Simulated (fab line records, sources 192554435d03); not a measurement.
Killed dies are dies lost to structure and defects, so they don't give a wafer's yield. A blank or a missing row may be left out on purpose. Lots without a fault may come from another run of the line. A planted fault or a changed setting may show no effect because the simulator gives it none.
A struck lot beside a sound one | flow n5_finfet | 37 steps out of a route of 1938
Sound: wafers L738.2, L738.3, L738.5. Struck: wafer L742.3. (L742.1 of the same lot was not struck and is left out.) The cause comes at the end.
At each step with rows: each side's tool, then ch and its chambers, then its first start. Under that, the readings that differ: sound wafers | struck wafers | difference of the means | sigmas: that difference in standard deviations of wafers without a fault.
alike: readings whose means differ by less than 2 such deviations, and words and numbers that are the same on both sides. not compared: withheld readings, readings that some wafer has no value for, bounds like >300 that may hide the same value, and numbers for which the record gives no deviation and whose values overlap.
The two part at a step that has a row with sigmas, a row that says differs or no value, or rows on one side only. Numbers that don't overlap but have no deviation are shown without sigmas and don't part them. A reading that every wafer of one side lacks parts them only if that side has two wafers or more.

first, 9 steps without rows for these wafers: N5_PMOS_HMC_CHANNEL_EPI_EPI_26 (deposits Si from SiH4/H2, target thk 3.8 nm, time 22.7 s); N5_FIN_SAQP_PRECLEAN_42 (cleans in O3/DIW, time 60 s); N5_FIN_SAQP_PRECLEAN_00 (cleans in SC1, time 60 s); N5_FIN_SAQP_PRECLEAN_44 (cleans in SC2, time 45 s); N5_FIN_SAQP_SRD_01 (time 30 s); N5_FIN_SAQP_ALD_61 (deposits SiO2, target thk 4 nm, pulse time 1 s, purge time 2 s); N5_FIN_SAQP_DENSIFY_62 (time 60 s); N5_FIN_SAQP_HM_DEP_03 (deposits SiNx from SiH4/NH3/N2, target thk 38 nm, time 33.6 s); N5_FIN_SAQP_PECVD_47 (deposits a-Si from SiH4/He, target thk 45 nm, time 36.3 s).
N5_FIN_SAQP_PECVD_48: deposits SiNx from SiH4/NH3/N2, target thk 25 nm, time 22.1 s.
  sound on pecvd-01 ch 1,2, day 3 02:55; struck on pecvd-01 ch 0, day 4 03:14
  reading                                     | sound             | struck | difference | sigmas
  showerhead_plenum_p_Torr (Torr)             | 5.05 5.14 5.13    | 5.27   | +0.16      | +3
  model.SiNx_of_FIN_SAQP_PECVD_48.thk_nm (nm) | 24.47 24.56 24.98 | 18.46  | -6.21      |
  alike: heater_power_w, throttle_valve_pct
then, 16 steps without rows for these wafers: N5_FIN_SAQP_PECVD_06 (deposits a-Si from SiH4/He, target thk 60 nm, time 48.1 s); N5_FIN_SAQP_HM_DEP_72 (deposits SiO2 from SiH4/N2O, target thk 12 nm, time 7.2 s); N5_FIN_SAQP_COAT_49 (time 60 s, resist thk 100 nm); N5_FIN_SAQP_COAT_50 (time 60 s, resist thk 35 nm); N5_FIN_SAQP_COAT_10 (resist thk 90 nm); N5_FIN_SAQP_EBR_12; N5_FIN_SAQP_SOFTBAKE_11 (time 60 s); N5_FIN_SAQP_EXPOSE_13 (exposes mask FIN CORE, target cd 35.6 nm); N5_FIN_SAQP_PEB_14 (peb time 60 s); N5_FIN_SAQP_DEVELOP_15 (develop time 30 s); N5_FIN_SAQP_DESCUM_21 (chemistry O2, time 7.9 s); N5_FIN_SAQP_ETCH_51 (etches SiARC in CF4, target depth 45.5 nm, time 75.8 s); N5_FIN_SAQP_ETCH_52 (etches SOC in N2/H2, target depth 100 nm, overetch 20 nm, time 150 s); N5_FIN_SAQP_STRIP_53 (strips in N2/H2); N5_FIN_SAQP_HM_OPEN_73 (chemistry CHF3/O2, target SiO2, stops on a-Si, target depth 12 nm, time 16.8 s); N5_FIN_SAQP_STRIP_74 (strips in CHF3/O2).
N5_FIN_SAQP_MANDREL_ETCH_22: etches a-Si in HBr/Cl2, stops on SiNx, target depth 60 nm, bt time 10 s, time 30 s.
  sound on rie_si-02 ch 0,2,3, day 3 04:11; struck on rie_si-03 ch 3, day 4 04:56
  reading                                     | sound             | struck | difference | sigmas
  model.SiNx_of_FIN_SAQP_PECVD_48.thk_nm (nm) | 24.31 24.45 24.84 | 18.4   | -6.1       |
  alike: drypump_motor_current_A, oes_product_au, throttle_valve_pct
  not compared: rf_hours_counter_h
then, 7 steps without rows for these wafers: N5_FIN_SAQP_STRIP_55 (strips in N2/H2); N5_FIN_SAQP_STRIP_23 (strips in SPM, time 750 s); N5_FIN_SAQP_SRD_66 (time 30 s); N5_FIN_SAQP_RECESS_75 (chemistry HF/NH3, target SiO2, target depth 14.4 nm, afs cycles 3, sublimation time 60 s); N5_FIN_SAQP_SPACER1_ALD_24 (deposits SiO2, target thk 20.3 nm, pulse time 1 s, purge time 2 s); N5_FIN_SAQP_SPACER1_ETCHBACK_25 (etches SiO2 in CHF3/O2, target depth 24.4 nm, time 12.2 s); N5_FIN_SAQP_MANDREL1_REMOVE_56 (chemistry HBr/Cl2/O2, target a-Si, stops on SiNx, bt time 10 s).
N5_FIN_SAQP_ETCH_57: etches SiNx in CH3F/O2, target depth 32.5 nm, time 46.4 s.
  sound on rie_diel-01 ch 1,2,3, day 3 06:00; struck on rie_diel-01 ch 2, day 4 07:08
  reading                  | sound             | struck | difference | sigmas
  etch_rf_on_time_s (s)    | 45.8 46.1 46.1    | 34.6   | -11.4      | -10
  model.etch.depth_nm (nm) | 24.31 24.45 24.84 | 18.4   | -6.1       |
  alike: drypump_motor_current_A, oes_product_au, rf_vpp_V, showerhead_plenum_p_Torr, throttle_valve_pct
  not compared: rf_hours_counter_h
-- the record jumps here: 6 days lie between the struck wafers' starts before and after (it left off in module FIN_SAQP and takes up again in module BEOL_M4, whose first step shown is number 1111 of the route) --
N5_BEOL_M4_RC_MEAS_101:
  sound on prober-02 ch 0, day 9 00:02; struck on prober-02 ch 0, day 10 04:43
  alike: DIBL_N, DIBL_P, IOFF_N, IOFF_P, ION_N, ION_P, SS_N, SS_P, VT_N, VT_P
-- the record jumps here: 5 days lie between the struck wafers' starts before and after (it left off in module BEOL_M4 and takes up again in module PASSIVATION, whose first step shown is number 1936 of the route) --
N5_PASSIVATION_PROBE_49:
  the record has rows for the struck wafers here (prober-02, day 15 02:28) and none for the sound ones

WHERE THEY PART
First at N5_FIN_SAQP_PECVD_48; last, within this record, at N5_PASSIVATION_PROBE_49.

WHY: what the simulator had put in
Process parameter drift: pecvd-01, from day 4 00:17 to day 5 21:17, at N5_FIN_SAQP_PECVD_48. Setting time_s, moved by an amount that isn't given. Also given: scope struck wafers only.
